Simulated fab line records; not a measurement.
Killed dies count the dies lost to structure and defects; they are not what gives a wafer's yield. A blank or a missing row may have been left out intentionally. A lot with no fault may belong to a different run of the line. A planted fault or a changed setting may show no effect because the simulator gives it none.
Comparing a struck lot with a sound one	flow n5_finfet	40 out of 1938 route steps
Sound: these wafers, L654.1, L654.3, L654.6. Struck: wafer L656.4. (L656.2, L656.5 of the same lot were not struck and are left out.) The cause comes at the end.
At each step with rows: each side's tool, then ch and its chambers, then its first start. Under that, the readings that differ: sound wafers	struck wafers	difference of the means	sigmas: that difference in standard deviations of wafers without a fault.
alike: words and numbers the same on both sides, and readings whose means are apart by under 2 such deviations; not compared: readings that were withheld, readings missing a value for some wafer, numbers with overlapping values and no deviation given by the record, and bounds like >300 which may hide the same value.
The two part at a step that has a row with sigmas, a row that says differs or no value, or rows on one side only. When numbers do not overlap yet have no deviation, they are printed without sigmas and do not part them. Lack of a reading on every wafer of one side parts them only where that side has two or more wafers.

first, 11 steps without rows for these wafers: N5_BEOL_M0_SAQP_STRIP_113 (strips in CHF3/O2); N5_BEOL_M0_SAQP_MANDREL_ETCH_20 (etches a-Si in HBr/Cl2, stops on SiNx, target depth 60 nm, bt time 10 s, time 30 s); N5_BEOL_M0_SAQP_STRIP_86 (strips in N2/H2); N5_BEOL_M0_SAQP_STRIP_115 (strips in post etch residue remover, time 60 s); N5_BEOL_M0_SAQP_SRD_93 (time 30 s); N5_BEOL_M0_SAQP_RECESS_114 (chemistry HF/NH3, target SiO2, target depth 14.4 nm, afs cycles 3, sublimation time 60 s); N5_BEOL_M0_SAQP_SPACER1_ALD_98 (deposits SiO2, target thk 12.8 nm, pulse time 1 s, purge time 2 s); N5_BEOL_M0_SAQP_SPACER1_ETCHBACK_99 (etches SiO2 in CHF3/O2, target depth 15.4 nm, time 7.7 s); N5_BEOL_M0_SAQP_MANDREL1_REMOVE_100 (chemistry HBr/Cl2/O2, target a-Si, stops on SiNx, bt time 10 s); N5_BEOL_M0_SAQP_ETCH_101 (etches SiNx in CH3F/O2, target depth 29.9 nm, time 42.7 s); N5_BEOL_M0_SAQP_ETCH_102 (etches SiO2 in CF4, target depth 4 nm, time 4.4 s).
N5_BEOL_M0_SAQP_MANDREL_ETCH_103: etches a-Si in HBr/Cl2, stops on SiCN, target depth 45 nm, bt time 10 s, time 27 s.
  sound on rie_si-01 ch 2,3, day 6 11:11; struck on rie_si-01 ch 1, day 7 04:44
reading	sound	struck	difference	sigmas
model.SiCN_of_BEOL_M0_SAQP_PECVD_03.thk_nm (nm)	9 8.8 9	9.8	+0.9	
  alike: bias_w, drypump_motor_current_A, oes_product_au, rf_fwd_power_W, throttle_valve_pct
  not compared: rf_hours_counter_h
then, 5 steps without rows for these wafers: N5_BEOL_M0_SAQP_RECESS_104 (chemistry HF/NH3, target SiO2, target depth 18 nm, afs cycles 3, sublimation time 60 s); N5_BEOL_M0_SAQP_COAT_105 (time 60 s, resist thk 100 nm); N5_BEOL_M0_SAQP_ETCH_106 (etches SOC in N2/H2, stops on SiNx, target depth 150 nm); N5_BEOL_M0_SAQP_ETCH_107 (etches SiNx in CH3F/O2, target depth 30 nm); N5_BEOL_M0_SAQP_STRIP_108 (strips in N2/H2).
N5_BEOL_M0_SAQP_RECESS_109: chemistry HF/NH3, target SiO2, target depth 3 nm, afs cycles 1, sublimation time 60 s.
  sound on vapor_etch-02 ch 0,1, day 6 12:07; struck on vapor_etch-01 ch 0, day 7 05:40
reading	sound	struck	difference	sigmas
model.SiCN_of_BEOL_M0_SAQP_PECVD_03.thk_nm (nm)	8.6 8.4 8.8	9.4	+0.8	
  alike: drypump_motor_current_A
then, 19 steps without rows for these wafers: N5_BEOL_M0_SAQP_SPACER2_ALD_26 (deposits SiO2, target thk 15 nm, pulse time 1 s, purge time 2 s); N5_BEOL_M0_SAQP_SPACER2_ETCHBACK_27 (etches SiO2 in CHF3/O2, target depth 22.5 nm, time 11.25 s); N5_BEOL_M0_SAQP_MANDREL2_REMOVE_110 (chemistry HBr/Cl2/O2, target a-Si, stops on SiCN, bt time 10 s); N5_BEOL_M0_SAQP_COAT_69 (time 60 s, resist thk 90 nm); N5_BEOL_M0_SAQP_COAT_72 (time 60 s, resist thk 15 nm); N5_BEOL_M0_SAQP_COAT_87 (time 60 s, resist thk 5 nm); N5_BEOL_M0_SAQP_COAT_34 (resist thk 30 nm); N5_BEOL_M0_SAQP_EBR_36; N5_BEOL_M0_SAQP_SOFTBAKE_35 (time 60 s); N5_BEOL_M0_SAQP_EXPOSE_37 (exposes mask M0 CUT1, target cd 30 nm); N5_BEOL_M0_SAQP_PEB_38 (peb time 60 s); N5_BEOL_M0_SAQP_DEVELOP_39 (develop time 30 s); N5_BEOL_M0_SAQP_DESCUM_45 (chemistry O2, time 7 s); N5_BEOL_M0_SAQP_ETCH_88 (etches underlayer in N2/H2, target depth 6.5 nm, time 5.2 s); N5_BEOL_M0_SAQP_ETCH_73 (etches SiARC in CF4, target depth 19.5 nm, time 32.5 s); N5_BEOL_M0_SAQP_CUT_ETCH_46 (etches SOC in N2/H2, target depth 135 nm, overetch 27 nm, time 202.5 s); N5_BEOL_M0_SAQP_STRIP_74 (strips in N2/H2); N5_BEOL_M0_SAQP_STRIP_89 (strips in N2/H2); N5_BEOL_M0_SAQP_ALD_48 (deposits SiO2, target thk 20 nm, pulse time 1 s, co reactant pulse time 1 s).
N5_BEOL_M0_ETCH_138: etches SiCN in CH3F/O2, target depth 12 nm, time 31.6 s.
  sound on rie_diel-01 ch 0,2, day 6 15:10; struck on rie_diel-02 ch 0, day 7 09:04
reading	sound	struck	difference	sigmas
bias_w (W)	74.68 74.85 74.58	75.17	+0.47	+2
etch_rf_on_time_s (s)	30.3 28.4 29.5	32.3	+2.9	+3
rf_fwd_power_W (W)	385.7 387.5 388.0	383.4	-3.7	-2
model.etch.depth_nm (nm)	8.686 8.378 8.74	9.483	+0.882	
  alike: drypump_motor_current_A, oes_product_au, rf_vpp_V, showerhead_plenum_p_Torr, throttle_valve_pct
  not compared: rf_hours_counter_h
N5_BEOL_M0_ETCH_128: etches SiCN in CF4/N2, target depth 12 nm, overetch 5.1 nm, time 21.4 s.
  sound on rie_diel-01 ch 2,3, day 6 16:44; struck on rie_diel-02 ch 1, day 7 11:01
reading	sound	struck	difference	sigmas
rf_vpp_V (V)	383.8 384.5 385.2	380.1	-4.4	-2
showerhead_plenum_p_Torr (Torr)	2.35 2.33 2.33	2.14	-0.20	-2
model.etch.depth_nm (nm)	8.686 8.378 8.74	9.483	+0.882	
  alike: bias_w, drypump_motor_current_A, oes_product_au, rf_fwd_power_W, throttle_valve_pct
  not compared: rf_hours_counter_h
-- the record jumps here: 3 days lie between the struck wafers' starts before and after (it left off in module BEOL_M0 and takes up again in module BEOL_M4, whose first step shown is number 1111 of the route) --
N5_BEOL_M4_RC_MEAS_101:
  sound on prober-02 ch 0, day 9 22:48; struck on prober-01 ch 0, day 10 17:23
  alike: DIBL_N, DIBL_P, IOFF_N, IOFF_P, ION_N, ION_P, SS_N, SS_P, VT_N, VT_P

== WHERE THEY PART ==
Earliest at N5_BEOL_M0_ETCH_138; latest, in this record, at N5_BEOL_M0_ETCH_128. Later steps at which nothing parts them and some readings are alike: N5_BEOL_M4_RC_MEAS_101.

WHY: what the simulator had put in
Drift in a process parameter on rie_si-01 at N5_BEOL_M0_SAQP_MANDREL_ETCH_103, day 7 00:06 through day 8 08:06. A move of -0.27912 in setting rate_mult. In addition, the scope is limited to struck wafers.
